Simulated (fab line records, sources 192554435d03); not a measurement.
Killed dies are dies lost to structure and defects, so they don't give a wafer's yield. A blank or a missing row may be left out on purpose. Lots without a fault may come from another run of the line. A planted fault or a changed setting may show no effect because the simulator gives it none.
A struck lot beside a sound one | flow n5_finfet | 27 steps out of a route of 1938
Sound: wafers L905.1, L905.2, L905.3. Struck: wafer L914.5. (L914.3, L914.6 of the same lot were not struck and are left out.) The cause comes at the end.
At each step with rows: each side's tool, then ch and its chambers, then its first start. Under that, the readings that differ: sound wafers | struck wafers | difference of the means | sigmas: that difference in standard deviations of wafers without a fault.
alike: readings whose means differ by less than 2 such deviations, and words and numbers that are the same on both sides. not compared: withheld readings, readings that some wafer has no value for, bounds like >300 that may hide the same value, and numbers for which the record gives no deviation and whose values overlap.
The two part at a step that has a row with sigmas, a row that says differs or no value, or rows on one side only. Numbers that don't overlap but have no deviation are shown without sigmas and don't part them. A reading that every wafer of one side lacks parts them only if that side has two wafers or more.

N5_STI_FIN_REVEAL_ALD_14: deposits Si3N4, target thk 3 nm.
  sound on ald_sin-01 ch 0,2,3, day 4 17:32; struck on ald_sin-01 ch 0, day 6 22:18
  alike: heater_power_w
then, 3 steps without rows for these wafers: N5_STI_FIN_REVEAL_FCVD_FILL_01 (material SiO2 flowable, target thk 312 nm, time 512.2 s); N5_STI_FIN_REVEAL_DENSIFY_02 (time 1800 s); N5_STI_FIN_REVEAL_CMP_04 (polishes, stops on Si3N4, t overpolish 4 s, target thk 131.83 nm).
N5_STI_FIN_REVEAL_THK_MEAS_05:
  sound on film_metro-02, day 4 23:08; struck on film_metro-01, day 7 03:39
  alike: thk_nm
N5_STI_FIN_REVEAL_DENSIFY_30:
  sound on rtp_anneal-01 ch 0, day 4 23:10; struck on rtp_anneal-02 ch 0, day 7 03:47
  alike: lamp_power_pct
  not compared: wafer_temp_C_max
N5_STI_FIN_REVEAL_ETCHBACK_08: etches SiO2 in C4F6/O2, target depth 30.5 nm, time 10.167 s.
  sound on rie_diel-03 ch 0,2,3, day 4 23:23; struck on rie_diel-03 ch 1, day 7 04:04
  alike: drypump_motor_current_A, oes_o_777_au, oes_product_au, rf_vpp_V, showerhead_plenum_p_Torr, throttle_valve_pct
  not compared: rf_hours_counter_h
N5_STI_FIN_REVEAL_STRIP_24: strips in N2/H2, time 90 s.
  sound on rie_diel-03 ch 0,2,3, day 4 23:25; struck on rie_diel-03 ch 1, day 7 04:06
  alike: drypump_motor_current_A, oes_product_au, rf_vpp_V, showerhead_plenum_p_Torr, throttle_valve_pct
  not compared: rf_hours_counter_h
then, 4 steps without rows for these wafers: N5_STI_FIN_REVEAL_PRECLEAN_25 (cleans in SPM, time 90 s); N5_STI_FIN_REVEAL_PRECLEAN_26 (cleans in SC1, time 45 s); N5_STI_FIN_REVEAL_PRECLEAN_29 (cleans in DHF, time 30 s); N5_STI_FIN_REVEAL_SRD_12 (time 30 s).
N5_STI_FIN_REVEAL_RECESS_09: chemistry HF/NH3, target SiO2, afs cycles 11, target depth 42.5 nm, sublimation time 60 s.
  sound on vapor_etch-01 ch 0,1, day 4 23:38; struck on vapor_etch-02 ch 0, day 7 04:51
  alike: drypump_motor_current_A
then, 7 steps without rows for these wafers: N5_STI_FIN_REVEAL_STRIP_16 (strips SiNx in H3PO4, target depth 23.8 nm); N5_STI_FIN_REVEAL_PRECLEAN_17 (cleans in NF3:NH3, afs cycles 1, time 20 s, sublimation time 60 s); N5_STI_FIN_REVEAL_ETCH_34 (etches Si in H2, material Si, target depth 0.97 nm); N5_STI_FIN_REVEAL_OXIDATION_31 (chemistry O2 PLASMA REMOTE, time 20 s); N5_STI_FIN_REVEAL_PRECLEAN_32 (cleans in NF3:NH3, afs cycles 1, time 20 s, sublimation time 60 s); N5_STI_FIN_REVEAL_STRIP_35 (strips Si3N4 in H3PO4, target depth 4 nm, time 39 s); N5_STI_FIN_REVEAL_SRD_21 (time 30 s).
N5_STI_FIN_REVEAL_OXIDATION_33: chemistry O2 PLASMA REMOTE, time 20 s.
  sound on plasma_asher-02 ch 0,1, day 5 02:08; struck on plasma_asher-02 ch 1, day 7 06:54
  alike: drypump_motor_current_A, heater_power_w
  not compared: rf_hours_counter_h
then, 2 steps without rows for these wafers: N5_STI_FIN_REVEAL_CLEAN_19 (cleans in O3/DIW, time 120 s); N5_STI_FIN_REVEAL_SRD_23 (time 30 s).
N5_STI_FIN_REVEAL_CD_MEAS_22: target cd 6.238 nm, pitch 28 nm.
  sound on cd_sem-01, day 5 02:17; struck on cd_sem-01, day 7 07:03
  reading    | sound          | struck | difference | sigmas
  cd_nm (nm) | 6.27 6.18 6.52 | 7.06   | +0.74      | +3
N5_STI_FIN_REVEAL_FIN_H_MEAS_10:
  sound on ocd-02, day 5 02:19; struck on ocd-01, day 7 07:05
  reading              | sound          | struck | difference | sigmas
  trench_depth_nm (nm) | 50.6 52.0 53.1 | 48.6   | -3.3       | -4
then, 1 step without rows for these wafers: N5_STI_FIN_REVEAL_PRECLEAN_18 (cleans in SC2, time 45 s).
N5_PASSIVATION_PROBE_49:
  the record has rows for the sound wafers here (prober-02, day 15 15:22) and none for the struck ones

WHERE THEY PART
First at N5_STI_FIN_REVEAL_CD_MEAS_22; last, within this record, at N5_PASSIVATION_PROBE_49.

WHY: what the simulator had put in
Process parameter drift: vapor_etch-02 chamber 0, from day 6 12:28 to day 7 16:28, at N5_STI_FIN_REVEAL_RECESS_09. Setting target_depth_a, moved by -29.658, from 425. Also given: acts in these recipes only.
